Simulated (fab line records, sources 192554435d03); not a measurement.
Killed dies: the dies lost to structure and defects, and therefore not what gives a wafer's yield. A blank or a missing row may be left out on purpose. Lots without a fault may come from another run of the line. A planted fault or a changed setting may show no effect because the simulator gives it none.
Lot-split experiment / flow n5-finfet / on a route of 1938 steps: 7 lots, 21 wafers read

== SPLIT DETAILS ==
At N5_BEOL_M13_COAT_65 (time 60 s, resist thk 350 nm), the setting spin-rpm was moved away from the recipe's 1500 rpm on 6 of the 21 wafers read, by -9.3% to +10.5%. All remaining wafers had this setting at the recipe value.

The reading is taken at the split's own step.

== THE READING ==
SOC_of_BEOL_M13_COAT_65.thk-nm (the simulator's own value, which no gauge read), in nm, at N5_BEOL_M13_COAT_65 (time 60 s, resist thk 350 nm). The file gives no usual value for it. Average 351.0 nm, standard deviation 1.1 nm, over the 15 wafers here run with the recipe.

wafer=L079.1; tool, chamber at the split=litho-track-03, 0; spin-rpm as run, rpm=1500; against the recipe=recipe; SOC_of_BEOL_M13_COAT_65.thk-nm, nm=350.6; against lot-mates on the recipe=-
wafer=L079.4; tool, chamber at the split=litho-track-03, 0; spin-rpm as run, rpm=1500; against the recipe=recipe; SOC_of_BEOL_M13_COAT_65.thk-nm, nm=349.8; against lot-mates on the recipe=-
wafer=L079.6; tool, chamber at the split=litho-track-03, 0; spin-rpm as run, rpm=1360; against the recipe=-9.3%; SOC_of_BEOL_M13_COAT_65.thk-nm, nm=368.4; against lot-mates on the recipe=+18.2
wafer=L084.2; tool, chamber at the split=litho-track-05, 0; spin-rpm as run, rpm=1565; against the recipe=+4.3%; SOC_of_BEOL_M13_COAT_65.thk-nm, nm=342; against lot-mates on the recipe=-7.7
wafer=L084.3; tool, chamber at the split=litho-track-05, 0; spin-rpm as run, rpm=1500; against the recipe=recipe; SOC_of_BEOL_M13_COAT_65.thk-nm, nm=350; against lot-mates on the recipe=-
wafer=L084.4; tool, chamber at the split=litho-track-05, 0; spin-rpm as run, rpm=1500; against the recipe=recipe; SOC_of_BEOL_M13_COAT_65.thk-nm, nm=349.4; against lot-mates on the recipe=-
wafer=L088.2; tool, chamber at the split=litho-track-05, 0; spin-rpm as run, rpm=1500; against the recipe=recipe; SOC_of_BEOL_M13_COAT_65.thk-nm, nm=349.6; against lot-mates on the recipe=-
wafer=L088.4; tool, chamber at the split=litho-track-05, 0; spin-rpm as run, rpm=1500; against the recipe=recipe; SOC_of_BEOL_M13_COAT_65.thk-nm, nm=349.2; against lot-mates on the recipe=-
wafer=L088.6; tool, chamber at the split=litho-track-05, 0; spin-rpm as run, rpm=1582; against the recipe=+5.5%; SOC_of_BEOL_M13_COAT_65.thk-nm, nm=341.4; against lot-mates on the recipe=-8.0
wafer=L086.1; tool, chamber at the split=litho-track-03, 0; spin-rpm as run, rpm=1403; against the recipe=-6.5%; SOC_of_BEOL_M13_COAT_65.thk-nm, nm=364.6; against lot-mates on the recipe=+12.0
wafer=L086.3; tool, chamber at the split=litho-track-03, 0; spin-rpm as run, rpm=1500; against the recipe=recipe; SOC_of_BEOL_M13_COAT_65.thk-nm, nm=352.6; against lot-mates on the recipe=-
wafer=L086.4; tool, chamber at the split=litho-track-03, 0; spin-rpm as run, rpm=1403; against the recipe=-6.5%; SOC_of_BEOL_M13_COAT_65.thk-nm, nm=364.2; against lot-mates on the recipe=+11.6
wafer=L096.3; tool, chamber at the split=litho-track-03, 0; spin-rpm as run, rpm=1500; against the recipe=recipe; SOC_of_BEOL_M13_COAT_65.thk-nm, nm=350.8; against lot-mates on the recipe=-
wafer=L096.5; tool, chamber at the split=litho-track-03, 0; spin-rpm as run, rpm=1657; against the recipe=+10.5%; SOC_of_BEOL_M13_COAT_65.thk-nm, nm=332.8; against lot-mates on the recipe=-18.1
wafer=L096.6; tool, chamber at the split=litho-track-03, 0; spin-rpm as run, rpm=1500; against the recipe=recipe; SOC_of_BEOL_M13_COAT_65.thk-nm, nm=351; against lot-mates on the recipe=-
wafer=L095.1; tool, chamber at the split=litho-track-03, 0; spin-rpm as run, rpm=1500; against the recipe=recipe; SOC_of_BEOL_M13_COAT_65.thk-nm, nm=351.8; against lot-mates on the recipe=-
wafer=L095.3; tool, chamber at the split=litho-track-03, 0; spin-rpm as run, rpm=1500; against the recipe=recipe; SOC_of_BEOL_M13_COAT_65.thk-nm, nm=351.8; against lot-mates on the recipe=-
wafer=L095.6; tool, chamber at the split=litho-track-03, 0; spin-rpm as run, rpm=1500; against the recipe=recipe; SOC_of_BEOL_M13_COAT_65.thk-nm, nm=352.6; against lot-mates on the recipe=-
wafer=L097.2; tool, chamber at the split=litho-track-03, 0; spin-rpm as run, rpm=1500; against the recipe=recipe; SOC_of_BEOL_M13_COAT_65.thk-nm, nm=351.8; against lot-mates on the recipe=-
wafer=L097.5; tool, chamber at the split=litho-track-03, 0; spin-rpm as run, rpm=1500; against the recipe=recipe; SOC_of_BEOL_M13_COAT_65.thk-nm, nm=352; against lot-mates on the recipe=-
wafer=L097.6; tool, chamber at the split=litho-track-03, 0; spin-rpm as run, rpm=1500; against the recipe=recipe; SOC_of_BEOL_M13_COAT_65.thk-nm, nm=352; against lot-mates on the recipe=-

THE FIT
A straight line over all 21 wafers: SOC_of_BEOL_M13_COAT_65.thk-nm changes by -1.88 nm for each +1% of spin-rpm; r = -0.99; the points scatter about the line by 1.2 nm.
The same after taking each lot's own level away (the mean of its wafers on the recipe; 21 wafers): -1.79 nm for each +1%; r = -1.00; scatter 0.57 nm.
The reading moves by 19 nm for the largest change in spin-rpm, on that fit.
The lots' own levels span 349.40 to 352.60 nm, that is 2.8 times the standard deviation above.
The two slopes are in agreement: the lot-to-lot level therefore moves the slope only a little.
Check: with one of the wafers moved furthest among these (+10.5%) left out of the fit, the line predicts -18.8 nm for it against its lot-mates. Against them it came out at -18.1 nm.

== ADDITIONAL SPLITS CARRIED BY THESE WAFERS ==
Note: prior to the reading, these wafers also went through further splits. Each is held against what the fit with the lots' levels taken away leaves over:
other split on the same wafers=N5_BEOL_M11_COAT_22 spin-rpm; wafers away from the commonest value=8; r with SOC_of_BEOL_M13_COAT_65.thk-nm (lot level and that fit taken away)=+0.07
other split on the same wafers=N5_BEOL_M12_ETCH_59 bias-w; wafers away from the commonest value=8; r with SOC_of_BEOL_M13_COAT_65.thk-nm (lot level and that fit taken away)=+0.11
other split on the same wafers=N5_BEOL_M13_ETCH_59 time-s; wafers away from the commonest value=2; r with SOC_of_BEOL_M13_COAT_65.thk-nm (lot level and that fit taken away)=-0.05

== THE FILE'S OWN FIT ==
SOC_of_BEOL_M13_COAT_65.thk-nm changes by -1.79 nm for each +1% of spin-rpm, r = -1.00.
